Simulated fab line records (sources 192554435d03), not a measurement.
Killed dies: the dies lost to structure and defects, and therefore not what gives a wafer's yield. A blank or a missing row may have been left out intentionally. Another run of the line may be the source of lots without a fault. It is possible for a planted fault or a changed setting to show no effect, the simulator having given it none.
Matching of chambers | flow n5Finfet | N5_BEOL_M4_ETCHBACK_99 on rieDiel-05 has 4 sister chambers
The step etches SiO2 in CHF3, target depth 5 nm, time 10.4 s. 4 wafers are shown with their chamber, then 8 later ones without.

== WAFERS PAIRED WITH THEIR CHAMBERS ==
wafer  | chamber | rfVppV (V)
L084.2 | 1       | 249
L084.4 | 0       | 239
L088.5 | 2       | 227
L089.2 | 3       | 240

== WAFERS WITH NO CHAMBER GIVEN ==
wafer  | rfVppV (V)
L089.5 | 240
L089.6 | 228
L095.2 | 228
L095.4 | 248
L095.5 | 239
L097.3 | 238
L097.4 | 228
L097.6 | 240

== WHICH CHAMBER EACH WENT THROUGH ==
wafer  | from the rows above     | in truth
L089.5 | can't be placed: 3 or 0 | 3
L089.6 | 2                       | 2
L095.2 | 2                       | 2
L095.4 | 1                       | 1
L095.5 | can't be placed: 0 or 3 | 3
L097.3 | can't be placed: 0 or 3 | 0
L097.4 | 2                       | 2
L097.6 | can't be placed: 3 or 0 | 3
Correct placement for 4 of the 8. Unplaceable from these rows: 4, with the true chamber sitting among the candidates in 4. Placed wrongly: 0.
How it was worked out, from the rows above alone: a wafer's distance from a chamber is the root of the sum, over the readings, of the square of ((its reading less the chamber's mean) divided by the reading's scatter). The wafer belongs to the nearest chamber; if the next one is less than 2 further off, it can't be placed. The mean given for a chamber averages the wafers shown for that chamber. The scatter: root of mean squared gap, hidden wafer to nearest shown wafer, with one shown wafer a chamber.
